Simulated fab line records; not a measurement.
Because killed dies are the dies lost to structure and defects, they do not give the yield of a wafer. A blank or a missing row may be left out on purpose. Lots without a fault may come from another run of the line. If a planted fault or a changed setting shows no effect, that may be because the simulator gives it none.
Chamber matching | flow nandHarc | 4 sister chambers for NHARC_A_STAIRCASE_TRIM_187 on rieDiel-13
The step chemistry O2, time 211.2 s. 16 wafers are shown with their chamber, then 8 later ones without.

== EACH WAFER AND ITS CHAMBER ==
wafer  | chamber | drypumpMotorCurrentA (A) | showerheadPlenumPTorr (Torr) | oesProductAu (a.u.)
L078.1 | 2       | 5.1                      | 3.65                         | 0.997
L078.4 | 3       | 6.4                      | 3.36                         | 1.003
L078.5 | 3       | 6.4                      | 3.36                         | 0.996
L080.3 | 2       | 5.1                      | 3.65                         | 1.005
L080.5 | 1       | 5.4                      | 3.58                         | 1.000
L080.6 | 0       | 5.1                      | 3.74                         | 1.001
L079.2 | 0       | 5.1                      | 3.74                         | 0.991
L079.5 | 0       | 5.1                      | 3.74                         | 1.000
L079.6 | 3       | 6.4                      | 3.36                         | 1.008
L081.2 | 1       | 5.4                      | 3.58                         | 0.997
L081.3 | 2       | 5.1                      | 3.64                         | 1.008
L081.5 | 2       | 5.1                      | 3.64                         | 1.016
L086.1 | 0       | 5.0                      | 3.72                         | 0.979
L086.3 | 1       | 5.4                      | 3.57                         | 0.993
L086.4 | 3       | 6.4                      | 3.34                         | 0.993
L088.1 | 3       | 6.4                      | 3.34                         | 0.998

SIGNATURES, as means of the wafers listed above
reading               | chamber 0 | chamber 1 | chamber 2 | chamber 3 | scatter within a chamber
drypumpMotorCurrentA  | 5.075     | 5.400     | 5.100     | 6.400     | 0.025
showerheadPlenumPTorr | 3.7350    | 3.5767    | 3.6450    | 3.3520    | 0.00888
oesProductAu          | 0.99275   | 0.99667   | 1.00650   | 0.99960   | 0.00744
Rule: for each reading, subtract the chamber's mean from the wafer's reading, divide by that reading's scatter and square the result; add these up over the readings and take the root, which gives the wafer's distance from the chamber. If the next closest chamber is less than 2 further off than the closest, the wafer can't be placed; otherwise it belongs to the closest. The scatter is the square root of a quotient: the sum, over the shown wafers, of each reading's squared deviation from its chamber's mean, divided by wafers minus chambers.

== WAFERS WITHOUT THEIR CHAMBER ==
wafer  | drypumpMotorCurrentA (A) | showerheadPlenumPTorr (Torr) | oesProductAu (a.u.)
L088.2 | 5.1                      | 3.63                         | 1.000
L088.5 | 5.1                      | 3.71                         | 0.983
L089.4 | 6.4                      | 3.34                         | 0.996
L089.5 | 5.3                      | 3.56                         | 0.991
L089.6 | 5.1                      | 3.63                         | 1.004
L095.2 | 5.0                      | 3.70                         | 0.983
L095.3 | 5.1                      | 3.61                         | 0.988
L095.6 | 5.1                      | 3.70                         | 0.982

== WHICH CHAMBER EACH WENT THROUGH ==
wafer  | from the rows above | in truth
L088.2 | 2                   | 2
L088.5 | 0                   | 0
L089.4 | 3                   | 3
L089.5 | 1                   | 1
L089.6 | 2                   | 2
L095.2 | 0                   | 0
L095.3 | 2                   | 2
L095.6 | 0                   | 0
Correctly placed: 8 of 8. Can't be placed from these rows: 0. Number placed wrongly: 0.
